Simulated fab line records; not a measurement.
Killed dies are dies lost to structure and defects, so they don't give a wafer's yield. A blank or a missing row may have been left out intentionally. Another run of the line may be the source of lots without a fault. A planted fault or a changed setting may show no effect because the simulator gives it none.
Problem report, 8D (eight disciplines) form, completed by code -- flow n5-finfet -- the parts of the form that need people (team, actions taken, sign-off) are left out

1. PROBLEM STATEMENT
Mean of cd-nm at N5_BEOL_M0_SAQP_CD_MEAS_29: 6.27 nm across 3 wafers in 3 lots; on wafers with no fault it is 15.01 nm (standard deviation 0.21). Measured from the usual mean, that is -42 standard deviations.
The step: target cd 14.4 nm.
First seen on wafer L173.3, day 9 15:35, on cd-sem-02. At this step, 28 wafers from 10 lots have a number in the record. Rule for "out", or "out of limits": more than 4 standard deviations from the usual mean. The other wafers with a number count as sound.

2. WHAT THIS IS AND IS NOT
question,is,is not
which readings at this step,cd-nm,-
which lots,"L173, L175, L178","L158, L160, L161, L162, L170, L171, L181"
which wafers of those lots,"L173.3, L175.2, L178.2","L173.4, L175.4, L178.1, L178.4"
read on which gauges,"cd-sem-02, cd-sem-03",cd-sem-01
when,from day 9 15:35,"up to then (19 sound wafers); but 6 sound wafers of L175, L178, L181 came after"

3. WHAT RULES OUT EACH SUSPECT
Counting: any tool at a process step up to the reading remains a suspect provided it ran every lot that is out. Sound lots after the first of them don't rule it out here, since some wafers of a struck lot are sound.
- the gauge at N5_BEOL_M0_SAQP_CD_MEAS_29 is ruled out. The wafers that are out were read on 2 gauges (cd-sem-02, cd-sem-03).
- vapor-etch-02 at N5_BEOL_M0_SAQP_RECESS_114 (chemistry HF/NH3, target SiO2, target depth 14.4 nm, afs cycles 3, sublimation time 60 s): kept. Ran every lot that is out, first one L173 (day 9 11:26); last sound lot up to then L171 (day 8 16:21).
- ald-sin-03 at N5_BEOL_M0_SAQP_SPACER2_ALD_26 (deposits SiO2, target thk 15 nm, pulse time 1 s, purge time 2 s): kept. Ran every lot that is out, first one L173 (day 9 14:50); last sound lot up to then L170 (day 8 15:35).
Left after counting: vapor-etch-02 at N5_BEOL_M0_SAQP_RECESS_114, ald-sin-03 at N5_BEOL_M0_SAQP_SPACER2_ALD_26.

4. THE CAUSE (what the simulator had put in)
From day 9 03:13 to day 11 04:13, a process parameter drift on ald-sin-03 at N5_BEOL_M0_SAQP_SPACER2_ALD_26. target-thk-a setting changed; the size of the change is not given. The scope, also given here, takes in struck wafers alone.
This tool is one of the 2 suspects left after counting.

5. THE CHAIN OF EFFECTS, in route order
Each row: a reading where the mean over the struck wafers with a number is more than 3 standard deviations away from the usual. Scope: only readings with a usual standard deviation given in the record; hours: median across lots of the time from each lot's start at the first step in this table that gives one to its start at this step; sigmas: change in usual standard deviations.
hours,step,reading,usual,on struck wafers,change,sigmas
0,N5_BEOL_M0_SAQP_CD_MEAS_29,cd-nm,15.01 nm,6.27,-8.74,-42
188,N5_PASSIVATION_PROBE_49,defect-limited-yield,91.1 %,0.0,-91.1,-65
188,N5_PASSIVATION_PROBE_49,killed_at_M0_to_M3,34,1106,+1072,+99 or more
188,N5_PASSIVATION_PROBE_49,killed-dies,105,1180,+1075,+63
188,N5_PASSIVATION_PROBE_49,killed-on-rim,13,152,+139,+38
188,N5_PASSIVATION_PROBE_49,sort-n-pass,1075,0,-1075,-63
188,N5_PASSIVATION_PROBE_49,sort-yield-pct,91.1 %,0.0,-91.1,-65
The process steps in it:
- N5_PASSIVATION_PROBE_49

6. WHAT WOULD HAVE CAUGHT IT SOONER
The first out-of-limits reading at a measuring or inspecting step in this record came at day 9 15:35, 12 hours after the fault's start at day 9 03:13.
Of the tool readings at N5_BEOL_M0_SAQP_SPACER2_ALD_26 for which the record gives a usual standard deviation, none was out on any struck wafer, so an alarm limit of 4 standard deviations on them would not have fired.
L175, L178, from the lots that are out (3), started N5_BEOL_M0_SAQP_SPACER2_ALD_26 on ald-sin-03 later than day 9 15:35. A hold on the tool at that time would have spared those 2.
